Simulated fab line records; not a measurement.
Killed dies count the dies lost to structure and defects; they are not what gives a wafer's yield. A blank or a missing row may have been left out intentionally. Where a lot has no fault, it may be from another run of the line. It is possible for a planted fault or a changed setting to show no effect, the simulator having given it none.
Which tool did it? || flow n5-finfet || 24 lots, 72 wafers sampled, at 6 steps of a route of 1938

WHAT THE GAUGES READ, wafer by wafer
N5_SD_EPI_P_EPI_MEAS_23.
{"lot": "L074", "measured": "day 3 14:20", "on": "film-metro-01", "thk-nm (nm)": "60.1 61.7 62.0"}
{"lot": "L075", "measured": "day 3 21:25", "on": "film-metro-02", "thk-nm (nm)": "63.9 62.5 61.4"}
{"lot": "L076", "measured": "day 3 23:50", "on": "film-metro-02", "thk-nm (nm)": "60.4 62.0 61.3"}
{"lot": "L077", "measured": "day 4 13:28", "on": "film-metro-02", "thk-nm (nm)": "60.8 59.3 59.5"}
{"lot": "L078", "measured": "day 4 17:04", "on": "film-metro-02", "thk-nm (nm)": "61.0 63.9 61.2"}
{"lot": "L079", "measured": "day 4 21:46", "on": "film-metro-02", "thk-nm (nm)": "61.5 59.9 62.7"}
{"lot": "L080", "measured": "day 5 01:50", "on": "film-metro-01", "thk-nm (nm)": "62.0 61.3 60.1"}
{"lot": "L081", "measured": "day 5 04:53", "on": "film-metro-02", "thk-nm (nm)": "61.3 61.3 62.3"}
{"lot": "L082", "measured": "day 5 13:19", "on": "film-metro-01", "thk-nm (nm)": "59.0 61.5 62.0"}
{"lot": "L083", "measured": "day 5 16:19", "on": "film-metro-01", "thk-nm (nm)": "62.1 63.4 60.7"}
{"lot": "L084", "measured": "day 5 21:46", "on": "film-metro-01", "thk-nm (nm)": "60.9 61.7 61.7"}
{"lot": "L085", "measured": "day 6 07:05", "on": "film-metro-01", "thk-nm (nm)": "61.4 62.4 63.4"}
{"lot": "L086", "measured": "day 6 09:50", "on": "film-metro-01", "thk-nm (nm)": "59.2 59.8 61.3"}
{"lot": "L087", "measured": "day 6 15:02", "on": "film-metro-01", "thk-nm (nm)": "60.7 59.8 60.3"}
{"lot": "L088", "measured": "day 6 21:03", "on": "film-metro-01", "thk-nm (nm)": "62.0 60.7 61.5"}
{"lot": "L089", "measured": "day 7 07:00", "on": "film-metro-02", "thk-nm (nm)": "60.7 62.1 62.7"}
{"lot": "L090", "measured": "day 7 18:20", "on": "film-metro-01", "thk-nm (nm)": "60.8 60.4 61.7"}
{"lot": "L091", "measured": "day 7 19:38", "on": "film-metro-01", "thk-nm (nm)": "65.5 61.0 61.2"}
{"lot": "L092", "measured": "day 8 02:32", "on": "film-metro-02", "thk-nm (nm)": "61.8 63.0 60.3"}
{"lot": "L093", "measured": "day 8 07:16", "on": "film-metro-02", "thk-nm (nm)": "61.2 63.9 61.9"}
{"lot": "L095", "measured": "day 8 16:04", "on": "film-metro-02", "thk-nm (nm)": "61.4 59.5 62.0"}
{"lot": "L094", "measured": "day 8 17:11", "on": "film-metro-02", "thk-nm (nm)": "63.1 62.3 60.1"}
{"lot": "L096", "measured": "day 9 00:06", "on": "film-metro-02", "thk-nm (nm)": "62.5 61.6 62.4"}
{"lot": "L097", "measured": "day 9 04:47", "on": "film-metro-01", "thk-nm (nm)": "60.3 59.4 58.5"}

N5_ILD0_INSPECT_06: inspects for defects (darkfield).
{"lot": "L074", "measured": "day 3 22:01", "on": "defect-inspect-02", "raw-defect-count": "45 70 82"}
{"lot": "L075", "measured": "day 4 05:08", "on": "defect-inspect-01", "raw-defect-count": "16 12 18"}
{"lot": "L076", "measured": "day 4 07:02", "on": "defect-inspect-02", "raw-defect-count": "59 72 41"}
{"lot": "L077", "measured": "day 4 20:44", "on": "defect-inspect-01", "raw-defect-count": "38 32 73"}
{"lot": "L078", "measured": "day 5 00:40", "on": "defect-inspect-01", "raw-defect-count": "52 35 34"}
{"lot": "L079", "measured": "day 5 06:38", "on": "defect-inspect-02", "raw-defect-count": "43 32 28"}
{"lot": "L080", "measured": "day 5 09:23", "on": "defect-inspect-01", "raw-defect-count": "28 22 14"}
{"lot": "L081", "measured": "day 5 12:05", "on": "defect-inspect-01", "raw-defect-count": "14 24 34"}
{"lot": "L082", "measured": "day 5 20:46", "on": "defect-inspect-02", "raw-defect-count": "28 43 41"}
{"lot": "L083", "measured": "day 6 00:01", "on": "defect-inspect-01", "raw-defect-count": "45 20 31"}
{"lot": "L084", "measured": "day 6 05:52", "on": "defect-inspect-02", "raw-defect-count": "64 61 58"}
{"lot": "L085", "measured": "day 6 14:19", "on": "defect-inspect-02", "raw-defect-count": "29 40 49"}
{"lot": "L086", "measured": "day 6 17:24", "on": "defect-inspect-02", "raw-defect-count": "42 32 50"}
{"lot": "L087", "measured": "day 6 23:24", "on": "defect-inspect-01", "raw-defect-count": "23 24 30"}
{"lot": "L088", "measured": "day 7 04:35", "on": "defect-inspect-01", "raw-defect-count": "44 40 21"}
{"lot": "L089", "measured": "day 7 14:32", "on": "defect-inspect-02", "raw-defect-count": "73 30 77"}
{"lot": "L090", "measured": "day 8 01:34", "on": "defect-inspect-01", "raw-defect-count": "33 54 18"}
{"lot": "L091", "measured": "day 8 02:51", "on": "defect-inspect-02", "raw-defect-count": "39 21 53"}
{"lot": "L092", "measured": "day 8 09:47", "on": "defect-inspect-02", "raw-defect-count": "56 26 65"}
{"lot": "L093", "measured": "day 8 14:36", "on": "defect-inspect-02", "raw-defect-count": "27 36 42"}
{"lot": "L095", "measured": "day 9 00:21", "on": "defect-inspect-02", "raw-defect-count": "34 29 44"}
{"lot": "L094", "measured": "day 9 01:19", "on": "defect-inspect-02", "raw-defect-count": "14 44 39"}
{"lot": "L096", "measured": "day 9 07:49", "on": "defect-inspect-01", "raw-defect-count": "22 15 38"}
{"lot": "L097", "measured": "day 9 12:32", "on": "defect-inspect-02", "raw-defect-count": "36 37 35"}

N5_SDB_CD_MEAS_11 targets a cd of 50 nm.
{"lot": "L074", "measured": "day 3 22:30", "on": "cd-sem-03", "cd-nm (nm)": "48.0 49.7 49.6"}
{"lot": "L075", "measured": "day 4 05:37", "on": "cd-sem-03", "cd-nm (nm)": "50.7 49.8 49.9"}
{"lot": "L076", "measured": "day 4 07:23", "on": "cd-sem-01", "cd-nm (nm)": "49.1 50.1 49.4"}
{"lot": "L077", "measured": "day 4 21:13", "on": "cd-sem-02", "cd-nm (nm)": "49.8 48.7 50.0"}
{"lot": "L078", "measured": "day 5 01:10", "on": "cd-sem-01", "cd-nm (nm)": "52.2 52.4 49.6"}
{"lot": "L079", "measured": "day 5 06:59", "on": "cd-sem-01", "cd-nm (nm)": "49.9 49.7 49.3"}
{"lot": "L080", "measured": "day 5 09:45", "on": "cd-sem-01", "cd-nm (nm)": "51.6 49.6 51.2"}
{"lot": "L081", "measured": "day 5 12:26", "on": "cd-sem-03", "cd-nm (nm)": "49.3 50.3 49.7"}
{"lot": "L082", "measured": "day 5 21:08", "on": "cd-sem-03", "cd-nm (nm)": "50.1 49.6 49.1"}
{"lot": "L083", "measured": "day 6 00:30", "on": "cd-sem-02", "cd-nm (nm)": "49.6 50.1 51.5"}
{"lot": "L084", "measured": "day 6 06:21", "on": "cd-sem-03", "cd-nm (nm)": "52.3 50.3 51.0"}
{"lot": "L085", "measured": "day 6 14:48", "on": "cd-sem-01", "cd-nm (nm)": "51.6 51.0 49.7"}
{"lot": "L086", "measured": "day 6 17:47", "on": "cd-sem-03", "cd-nm (nm)": "51.1 48.7 50.1"}
{"lot": "L087", "measured": "day 6 23:53", "on": "cd-sem-02", "cd-nm (nm)": "50.0 49.2 50.7"}
{"lot": "L088", "measured": "day 7 04:57", "on": "cd-sem-03", "cd-nm (nm)": "49.1 48.8 49.2"}
{"lot": "L089", "measured": "day 7 14:55", "on": "cd-sem-01", "cd-nm (nm)": "50.1 49.8 48.2"}
{"lot": "L090", "measured": "day 8 02:04", "on": "cd-sem-03", "cd-nm (nm)": "49.7 50.3 49.9"}
{"lot": "L091", "measured": "day 8 03:13", "on": "cd-sem-02", "cd-nm (nm)": "48.9 47.6 48.0"}
{"lot": "L092", "measured": "day 8 10:17", "on": "cd-sem-03", "cd-nm (nm)": "51.0 51.2 50.0"}
{"lot": "L093", "measured": "day 8 15:07", "on": "cd-sem-03", "cd-nm (nm)": "50.0 50.1 51.0"}
{"lot": "L095", "measured": "day 9 00:50", "on": "cd-sem-03", "cd-nm (nm)": "50.7 53.5 50.9"}
{"lot": "L094", "measured": "day 9 01:48", "on": "cd-sem-01", "cd-nm (nm)": "48.2 49.0 47.9"}
{"lot": "L096", "measured": "day 9 08:10", "on": "cd-sem-02", "cd-nm (nm)": "49.4 50.1 49.0"}
{"lot": "L097", "measured": "day 9 12:53", "on": "cd-sem-02", "cd-nm (nm)": "52.8 50.1 52.4"}

N5_SDB_INSPECT_13: inspects for defects (brightfield).
{"lot": "L074", "measured": "day 3 22:33", "on": "defect-inspect-02", "raw-defect-count": "67 75 55"}
{"lot": "L075", "measured": "day 4 05:40", "on": "defect-inspect-02", "raw-defect-count": "50 68 102"}
{"lot": "L076", "measured": "day 4 07:26", "on": "defect-inspect-02", "raw-defect-count": "115 146 98"}
{"lot": "L077", "measured": "day 4 21:16", "on": "defect-inspect-01", "raw-defect-count": "46 85 48"}
{"lot": "L078", "measured": "day 5 01:13", "on": "defect-inspect-02", "raw-defect-count": "60 83 90"}
{"lot": "L079", "measured": "day 5 07:03", "on": "defect-inspect-02", "raw-defect-count": "35 19 37"}
{"lot": "L080", "measured": "day 5 09:49", "on": "defect-inspect-02", "raw-defect-count": "142 170 54"}
{"lot": "L081", "measured": "day 5 12:30", "on": "defect-inspect-01", "raw-defect-count": "97 39 68"}
{"lot": "L082", "measured": "day 5 21:11", "on": "defect-inspect-01", "raw-defect-count": "27 86 40"}
{"lot": "L083", "measured": "day 6 00:33", "on": "defect-inspect-01", "raw-defect-count": "42 36 44"}
{"lot": "L084", "measured": "day 6 06:25", "on": "defect-inspect-01", "raw-defect-count": "48 73 36"}
{"lot": "L085", "measured": "day 6 14:51", "on": "defect-inspect-02", "raw-defect-count": "42 48 51"}
{"lot": "L086", "measured": "day 6 17:50", "on": "defect-inspect-01", "raw-defect-count": "90 55 57"}
{"lot": "L087", "measured": "day 6 23:56", "on": "defect-inspect-02", "raw-defect-count": "95 58 78"}
{"lot": "L088", "measured": "day 7 05:00", "on": "defect-inspect-02", "raw-defect-count": "68 43 67"}
{"lot": "L089", "measured": "day 7 14:58", "on": "defect-inspect-01", "raw-defect-count": "60 85 47"}
{"lot": "L090", "measured": "day 8 02:07", "on": "defect-inspect-01", "raw-defect-count": "121 79 111"}
{"lot": "L091", "measured": "day 8 03:16", "on": "defect-inspect-01", "raw-defect-count": "72 52 35"}
{"lot": "L092", "measured": "day 8 10:20", "on": "defect-inspect-02", "raw-defect-count": "92 116 104"}
{"lot": "L093", "measured": "day 8 15:10", "on": "defect-inspect-01", "raw-defect-count": "34 49 40"}
{"lot": "L095", "measured": "day 9 00:53", "on": "defect-inspect-02", "raw-defect-count": "106 123 69"}
{"lot": "L094", "measured": "day 9 01:52", "on": "defect-inspect-02", "raw-defect-count": "55 43 97"}
{"lot": "L096", "measured": "day 9 08:14", "on": "defect-inspect-02", "raw-defect-count": "72 68 68"}
{"lot": "L097", "measured": "day 9 12:56", "on": "defect-inspect-01", "raw-defect-count": "52 52 66"}

N5_SDB_INSPECT_36: inspects for defects (darkfield).
{"lot": "L074", "measured": "day 4 02:37", "on": "defect-inspect-01", "raw-defect-count": "20 32 26"}
{"lot": "L075", "measured": "day 4 09:33", "on": "defect-inspect-01", "raw-defect-count": "23 18 36"}
{"lot": "L076", "measured": "day 4 12:25", "on": "defect-inspect-01", "raw-defect-count": "41 19 28"}
{"lot": "L077", "measured": "day 5 01:30", "on": "defect-inspect-01", "raw-defect-count": "32 27 27"}
{"lot": "L078", "measured": "day 5 05:12", "on": "defect-inspect-02", "raw-defect-count": "49 26 19"}
{"lot": "L079", "measured": "day 5 11:46", "on": "defect-inspect-02", "raw-defect-count": "48 47 52"}
{"lot": "L080", "measured": "day 5 13:50", "on": "defect-inspect-02", "raw-defect-count": "24 40 18"}
{"lot": "L081", "measured": "day 5 18:12", "on": "defect-inspect-02", "raw-defect-count": "54 36 16"}
{"lot": "L082", "measured": "day 6 01:19", "on": "defect-inspect-02", "raw-defect-count": "23 30 29"}
{"lot": "L083", "measured": "day 6 04:39", "on": "defect-inspect-01", "raw-defect-count": "24 34 28"}
{"lot": "L084", "measured": "day 6 10:36", "on": "defect-inspect-01", "raw-defect-count": "13 29 29"}
{"lot": "L085", "measured": "day 6 18:52", "on": "defect-inspect-01", "raw-defect-count": "19 31 31"}
{"lot": "L086", "measured": "day 6 22:13", "on": "defect-inspect-01", "raw-defect-count": "28 25 15"}
{"lot": "L087", "measured": "day 7 04:41", "on": "defect-inspect-02", "raw-defect-count": "26 49 54"}
{"lot": "L088", "measured": "day 7 08:54", "on": "defect-inspect-02", "raw-defect-count": "55 53 68"}
{"lot": "L089", "measured": "day 7 19:20", "on": "defect-inspect-02", "raw-defect-count": "33 31 21"}
{"lot": "L090", "measured": "day 8 06:00", "on": "defect-inspect-02", "raw-defect-count": "54 52 31"}
{"lot": "L091", "measured": "day 8 07:10", "on": "defect-inspect-02", "raw-defect-count": "28 36 25"}
{"lot": "L092", "measured": "day 8 14:59", "on": "defect-inspect-01", "raw-defect-count": "47 33 69"}
{"lot": "L093", "measured": "day 8 19:17", "on": "defect-inspect-02", "raw-defect-count": "16 48 21"}
{"lot": "L095", "measured": "day 9 05:19", "on": "defect-inspect-02", "raw-defect-count": "23 31 46"}
{"lot": "L094", "measured": "day 9 05:56", "on": "defect-inspect-02", "raw-defect-count": "20 23 27"}
{"lot": "L096", "measured": "day 9 12:23", "on": "defect-inspect-01", "raw-defect-count": "16 43 20"}
{"lot": "L097", "measured": "day 9 17:17", "on": "defect-inspect-01", "raw-defect-count": "57 55 48"}

WHAT TOOL EACH LOT RAN ON (gives the tool, then ch and the chambers of the sampled wafers, and finally the start)
{"lot": "L074", "N5_SDB_CMP_30": "cmp-04 ch 1,2,3, day 4 02:20"}
{"lot": "L075", "N5_SDB_CMP_30": "cmp-04 ch 0,1,2, day 4 09:14"}
{"lot": "L076", "N5_SDB_CMP_30": "cmp-04 ch 1,2,3, day 4 12:06"}
{"lot": "L077", "N5_SDB_CMP_30": "cmp-03 ch 0,2,3, day 5 01:11"}
{"lot": "L078", "N5_SDB_CMP_30": "cmp-02 ch 0,1,3, day 5 04:53"}
{"lot": "L079", "N5_SDB_CMP_30": "cmp-03 ch 0,2,3, day 5 11:31"}
{"lot": "L080", "N5_SDB_CMP_30": "cmp-02 ch 0,1,2, day 5 13:33"}
{"lot": "L081", "N5_SDB_CMP_30": "cmp-02 ch 0,1,2, day 5 17:55"}
{"lot": "L082", "N5_SDB_CMP_30": "cmp-03 ch 0,1,3, day 6 01:00"}
{"lot": "L083", "N5_SDB_CMP_30": "cmp-02 ch 1,2,3, day 6 04:24"}
{"lot": "L084", "N5_SDB_CMP_30": "cmp-04 ch 0,1, day 6 10:17"}
{"lot": "L085", "N5_SDB_CMP_30": "cmp-03 ch 0,1,2, day 6 18:40"}
{"lot": "L086", "N5_SDB_CMP_30": "cmp-02 ch 2,3, day 6 21:54"}
{"lot": "L087", "N5_SDB_CMP_30": "cmp-02 ch 0,1,2, day 7 04:27"}
{"lot": "L088", "N5_SDB_CMP_30": "cmp-02 ch 0,2,3, day 7 08:41"}
{"lot": "L089", "N5_SDB_CMP_30": "cmp-03 ch 0,1,3, day 7 18:46"}
{"lot": "L090", "N5_SDB_CMP_30": "cmp-03 ch 0,1, day 8 05:41"}
{"lot": "L091", "N5_SDB_CMP_30": "cmp-03 ch 0,2,3, day 8 06:55"}
{"lot": "L092", "N5_SDB_CMP_30": "cmp-02 ch 1,2,3, day 8 14:40"}
{"lot": "L093", "N5_SDB_CMP_30": "cmp-03 ch 0,1,2, day 8 19:00"}
{"lot": "L095", "N5_SDB_CMP_30": "cmp-04 ch 0,2,3, day 9 05:04"}
{"lot": "L094", "N5_SDB_CMP_30": "cmp-02 ch 1,3, day 9 05:39"}
{"lot": "L096", "N5_SDB_CMP_30": "cmp-02 ch 0,2, day 9 12:04"}
{"lot": "L097", "N5_SDB_CMP_30": "cmp-03 ch 0,2, day 9 17:00"}
- N5_SDB_CMP_30: polishes, stops on poly-Si, t overpolish 1.54 s, target thk 30 nm.

WHAT THE TOOLS THEMSELVES READ (means of the sampled wafers that have a number; where no wafer has one, the mark that the record gives instead)
N5_SDB_CMP_30.
{"lot": "L074", "tool": "cmp-04", "motor-current-A (A)": 12.3, "overpolish-run-s (s)": 1.541, "platen-rpm (rpm)": 51.84, "retaining-ring-pressure-frac": 0.996, "time-to-endpoint-s (s)": 20.7}
{"lot": "L075", "tool": "cmp-04", "motor-current-A (A)": 12.2, "overpolish-run-s (s)": 1.538, "platen-rpm (rpm)": 51.77, "retaining-ring-pressure-frac": 1.000, "time-to-endpoint-s (s)": 17.0}
{"lot": "L076", "tool": "cmp-04", "motor-current-A (A)": 12.5, "overpolish-run-s (s)": 1.547, "platen-rpm (rpm)": 51.80, "retaining-ring-pressure-frac": 1.002, "time-to-endpoint-s (s)": 19.3}
{"lot": "L077", "tool": "cmp-03", "motor-current-A (A)": 13.2, "overpolish-run-s (s)": 1.539, "platen-rpm (rpm)": 51.80, "retaining-ring-pressure-frac": 1.001, "time-to-endpoint-s (s)": 15.4}
{"lot": "L078", "tool": "cmp-02", "motor-current-A (A)": 12.9, "overpolish-run-s (s)": 1.542, "platen-rpm (rpm)": 51.80, "retaining-ring-pressure-frac": 0.995, "time-to-endpoint-s (s)": 18.2}
{"lot": "L079", "tool": "cmp-03", "motor-current-A (A)": 12.8, "overpolish-run-s (s)": 1.554, "platen-rpm (rpm)": 51.81, "retaining-ring-pressure-frac": 0.999, "time-to-endpoint-s (s)": 15.6}
{"lot": "L080", "tool": "cmp-02", "motor-current-A (A)": 13.6, "overpolish-run-s (s)": 1.534, "platen-rpm (rpm)": 51.78, "retaining-ring-pressure-frac": 1.004, "time-to-endpoint-s (s)": 17.3}
{"lot": "L081", "tool": "cmp-02", "motor-current-A (A)": 13.7, "overpolish-run-s (s)": 1.541, "platen-rpm (rpm)": 51.80, "retaining-ring-pressure-frac": 1.002, "time-to-endpoint-s (s)": 19.0}
{"lot": "L082", "tool": "cmp-03", "motor-current-A (A)": 13.4, "overpolish-run-s (s)": 1.543, "platen-rpm (rpm)": 51.77, "retaining-ring-pressure-frac": 1.002, "time-to-endpoint-s (s)": 15.3}
{"lot": "L083", "tool": "cmp-02", "motor-current-A (A)": 12.6, "overpolish-run-s (s)": 1.539, "platen-rpm (rpm)": 51.80, "retaining-ring-pressure-frac": 1.001, "time-to-endpoint-s (s)": 18.4}
{"lot": "L084", "tool": "cmp-04", "motor-current-A (A)": 12.6, "overpolish-run-s (s)": 1.543, "platen-rpm (rpm)": 51.80, "retaining-ring-pressure-frac": 0.999, "time-to-endpoint-s (s)": 16.7}
{"lot": "L085", "tool": "cmp-03", "motor-current-A (A)": 13.2, "overpolish-run-s (s)": 1.534, "platen-rpm (rpm)": 51.78, "retaining-ring-pressure-frac": 1.002, "time-to-endpoint-s (s)": 14.6}
{"lot": "L086", "tool": "cmp-02", "motor-current-A (A)": 13.5, "overpolish-run-s (s)": 1.540, "platen-rpm (rpm)": 51.78, "retaining-ring-pressure-frac": 0.997, "time-to-endpoint-s (s)": 18.5}
{"lot": "L087", "tool": "cmp-02", "motor-current-A (A)": 13.9, "overpolish-run-s (s)": 1.549, "platen-rpm (rpm)": 51.78, "retaining-ring-pressure-frac": 1.000, "time-to-endpoint-s (s)": 19.0}
{"lot": "L088", "tool": "cmp-02", "motor-current-A (A)": 13.8, "overpolish-run-s (s)": 1.550, "platen-rpm (rpm)": 51.82, "retaining-ring-pressure-frac": 0.996, "time-to-endpoint-s (s)": 18.1}
{"lot": "L089", "tool": "cmp-03", "motor-current-A (A)": 13.4, "overpolish-run-s (s)": 1.543, "platen-rpm (rpm)": 51.80, "retaining-ring-pressure-frac": 1.002, "time-to-endpoint-s (s)": 16.3}
{"lot": "L090", "tool": "cmp-03", "motor-current-A (A)": 13.7, "overpolish-run-s (s)": 1.532, "platen-rpm (rpm)": 51.77, "retaining-ring-pressure-frac": 1.003, "time-to-endpoint-s (s)": 18.2}
{"lot": "L091", "tool": "cmp-03", "motor-current-A (A)": 13.1, "overpolish-run-s (s)": 1.542, "platen-rpm (rpm)": 51.79, "retaining-ring-pressure-frac": 1.002, "time-to-endpoint-s (s)": 15.3}
{"lot": "L092", "tool": "cmp-02", "motor-current-A (A)": 13.1, "overpolish-run-s (s)": 1.545, "platen-rpm (rpm)": 51.85, "retaining-ring-pressure-frac": 0.999, "time-to-endpoint-s (s)": 17.8}
{"lot": "L093", "tool": "cmp-03", "motor-current-A (A)": 13.0, "overpolish-run-s (s)": 1.542, "platen-rpm (rpm)": 51.81, "retaining-ring-pressure-frac": 0.997, "time-to-endpoint-s (s)": 15.5}
{"lot": "L095", "tool": "cmp-04", "motor-current-A (A)": 11.3, "overpolish-run-s (s)": 1.541, "platen-rpm (rpm)": 51.78, "retaining-ring-pressure-frac": 0.998, "time-to-endpoint-s (s)": 19.4}
{"lot": "L094", "tool": "cmp-02", "motor-current-A (A)": 11.6, "overpolish-run-s (s)": 1.536, "platen-rpm (rpm)": 51.82, "retaining-ring-pressure-frac": 1.001, "time-to-endpoint-s (s)": 16.7}
{"lot": "L096", "tool": "cmp-02", "motor-current-A (A)": 14.7, "overpolish-run-s (s)": 1.539, "platen-rpm (rpm)": 51.82, "retaining-ring-pressure-frac": 1.001, "time-to-endpoint-s (s)": 14.9}
{"lot": "L097", "tool": "cmp-03", "motor-current-A (A)": 13.6, "overpolish-run-s (s)": 1.552, "platen-rpm (rpm)": 51.80, "retaining-ring-pressure-frac": 1.001, "time-to-endpoint-s (s)": 12.6}

THE ANSWER, worked out from the rows above alone
Rule: the lots themselves supply what counts as usual. The widest of any qualifying gaps counts: lots, ordered by their means at a reading, are off when they make up no more than a third of the lots, leave a main group of 4 or more, and stand apart from it by 3 or more times the standard deviation of that group's means. If all means in a main group match to the digits the tables above print for the reading, that group is not used. A lot without any number at a reading at which 4 lots or more have one is off too. All remaining lots with rows at the step are treated as sound. Order of review: gauges by route order, followed by the tools' own readings, for which a lot's mean as printed above is used. At the first step where some lot is off, the reading lying furthest off is the one used; lots without a number count as furthest.
No lot is off on any of the readings shown, so nothing can be concluded from this.

WHAT THE SIMULATOR PUT IN
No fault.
